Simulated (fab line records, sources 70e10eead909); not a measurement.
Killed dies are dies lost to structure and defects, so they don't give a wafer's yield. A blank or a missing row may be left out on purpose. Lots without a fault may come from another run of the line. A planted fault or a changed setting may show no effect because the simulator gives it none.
Which tool did it? | flow nand_harc | 15 lots, 45 wafers sampled, at 1 step of a route of 1302

WHAT THE GAUGES READ, wafer by wafer
NHARC_P_CONTACT_CD_MEAS_19.
lot  | measured     | on        | cd_nm (nm)
L980 | day 5 23:38  | cd_sem-03 | 91.9 90.9 90.9
L983 | day 7 01:44  | cd_sem-01 | 91.9 90.3 91.7
L985 | day 8 01:05  | cd_sem-03 | 88.3 89.1 90.9
L986 | day 8 18:58  | cd_sem-01 | 93.5 91.6 91.5
L987 | day 9 06:31  | cd_sem-03 | 93.9 89.7 89.1
L988 | day 9 07:21  | cd_sem-02 | 88.5 91.0 88.6
L989 | day 9 17:20  | cd_sem-02 | 90.6 87.2 91.8
L990 | day 10 02:01 | cd_sem-02 | 90.1 89.5 87.3
L992 | day 10 16:45 | cd_sem-02 | 88.5 90.6 90.2
L998 | day 13 10:25 | cd_sem-02 | 88.1 90.6 90.3
L999 | day 13 17:32 | cd_sem-01 | 92.1 91.3 91.1
L100 | day 14 14:01 | cd_sem-03 | 88.3 90.6 88.1
L101 | day 14 16:28 | cd_sem-03 | 88.9 86.9 86.7
L102 | day 15 07:02 | cd_sem-03 | 87.0 87.3 86.2
L103 | day 15 16:00 | cd_sem-01 | 87.5 91.9 87.5

WHICH TOOL RAN EACH LOT (tool, then ch and the chambers of the sampled wafers, then the start)
The record holds no process step before these readings.

WHAT THE TOOLS THEMSELVES READ (means of the sampled wafers that have a number; where no wafer has one, the mark that the record gives instead)
The record holds no such reading with a usual standard deviation.

THE ANSWER, worked out from the rows above alone
Rule: what is usual is taken from the lots themselves. Put in order of their means at a reading, lots are off if they are a third of the lots or fewer, leave a main group of 4 or more, and stand apart from it by a gap of 3 or more times the standard deviation of the main group's means; of several such gaps the widest counts. A main group whose means are all the same, to the digits that the tables above print for the reading, isn't used. A lot without any number at a reading at which 4 lots or more have one is off too. The other lots that the step has rows for count as sound. The gauges are gone through in route order, then the tools' own readings, and for those a lot's mean is taken as printed above. The first step at which some lot is off is used, and at that step the reading that is off furthest; a lot without a number counts as furthest.
No lot is off at any reading shown: from this, nothing can be told.

WHAT THE SIMULATOR HAD PUT IN
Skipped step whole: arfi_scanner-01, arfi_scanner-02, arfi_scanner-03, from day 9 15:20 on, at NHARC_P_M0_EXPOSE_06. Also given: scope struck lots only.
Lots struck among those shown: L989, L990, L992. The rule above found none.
